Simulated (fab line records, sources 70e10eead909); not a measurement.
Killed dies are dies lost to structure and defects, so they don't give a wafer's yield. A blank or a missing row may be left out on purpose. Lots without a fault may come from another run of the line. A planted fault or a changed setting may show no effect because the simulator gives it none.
A struck lot beside a sound one | flow nand_harc | 17 steps out of a route of 1159
Sound: wafers L574.1, L574.3, L574.6. Struck: wafers L567.3, L567.5. (L567.4 of the same lot was not struck and is left out.) The cause comes at the end.
At each step with rows: each side's tool, then ch and its chambers, then its first start. Under that, the readings that differ: sound wafers | struck wafers | difference of the means | sigmas: that difference in standard deviations of wafers without a fault.
alike: readings whose means differ by less than 2 such deviations, and words and numbers that are the same on both sides. not compared: withheld readings, readings that some wafer has no value for, bounds like >300 that may hide the same value, and numbers for which the record gives no deviation and whose values overlap.
The two part at a step that has a row with sigmas, a row that says differs or no value, or rows on one side only. Numbers that don't overlap but have no deviation are shown without sigmas and don't part them. A reading that every wafer of one side lacks parts them only if that side has two wafers or more.

NHARC_THIN_TSV_DEP_43: deposits SiO2, target thk 1328.5 nm.
  sound on pecvd-04 ch 1,2, day 23 07:34; struck on pecvd-02 ch 0,2, day 21 10:04
  alike: throttle_valve_pct
then, 8 steps without rows for these wafers: NHARC_THIN_TSV_DEHYDRATE_04 (time 120 s); NHARC_THIN_TSV_HMDS_05 (time 30 s); NHARC_THIN_TSV_COAT_06; NHARC_THIN_TSV_SOFTBAKE_07 (time 95 s); NHARC_THIN_TSV_EBR_08; NHARC_THIN_TSV_EXPOSE_09 (exposes mask TSV); NHARC_THIN_TSV_PEB_10 (peb time 85 s); NHARC_THIN_TSV_DEVELOP_11 (time 70 s).
NHARC_THIN_TSV_CD_MEAS_12: target cd 1000 nm.
  sound on cd_sem-02 ch 0, day 23 08:20; struck on cd_sem-02 ch 0, day 21 10:46
  alike: cd_nm
then, 1 step without rows for these wafers: NHARC_THIN_TSV_HARDBAKE_13 (time 80 s).
NHARC_THIN_TSV_DESCUM_14: chemistry O2, time 3 s.
  sound on rie_diel-03 ch 0,1,2, day 23 08:31; struck on rie_diel-08 ch 0,1, day 21 10:56
  alike: drypump_motor_current_A, oes_product_au, rf_vpp_V, showerhead_plenum_p_Torr, throttle_valve_pct
  not compared: rf_hours_counter_h
NHARC_THIN_TSV_ETCH_44: etches the open film in CF4/O2, target depth 1594.2 nm, time 797.1 s.
  sound on rie_diel-03 ch 0,2, day 23 08:38; struck on rie_diel-08 ch 0, day 21 11:01
  reading                         | sound             | struck      | difference | sigmas
  drypump_motor_current_A (A)     | 5.7 4.9 4.8       | 6.4 6.4     | +1.3       | +3
  oes_product_au (a.u.)           | 0.996 1.003 0.996 | 0.754 0.747 | -0.248     | -25
  rf_fwd_power_W (W)              | 298.4 299.3 299.4 | 180.5 181.1 | -118.2     | -99 or more
  rf_vpp_V (V)                    | 800 802 802       | 793 793     | -8         | -3
  showerhead_plenum_p_Torr (Torr) | 1.93 1.95 1.95    | 1.83 1.83   | -0.11      | -2
  alike: throttle_valve_pct
  not compared: rf_hours_counter_h
NHARC_THIN_TSV_ETCH_15: target depth 3000 nm, bosch target overetch cycles 2, bosch etch step 2.8 s.
  sound on rie_si-03 ch 0,2,3, day 23 09:10; struck on rie_si-02 ch 0,2, day 21 11:35
  alike: drypump_motor_current_A
  not compared: rf_hours_counter_h
NHARC_THIN_TSV_CD_MEAS_16:
  sound on cd_sem-02, day 23 09:18; struck on cd_sem-02, day 21 11:44
  alike: cd_nm
NHARC_THIN_TSV_STRIP_45: strips in O2.
  sound on plasma_asher-01 ch 0,1, day 23 09:22; struck on plasma_asher-01 ch 0,1, day 21 11:53
  alike: drypump_motor_current_A, heater_power_w
  not compared: rf_hours_counter_h
NHARC_END_SORT_01:
  the record has rows for the struck wafers here (prober-02 ch 0, day 22 02:58) and none for the sound ones

WHERE THEY PART
First at NHARC_THIN_TSV_ETCH_44; last, within this record, at NHARC_END_SORT_01.

WHY: what the simulator had put in
Process parameter drift: rie_diel-08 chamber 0, from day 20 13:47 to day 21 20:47, at NHARC_THIN_TSV_ETCH_44. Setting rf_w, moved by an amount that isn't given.
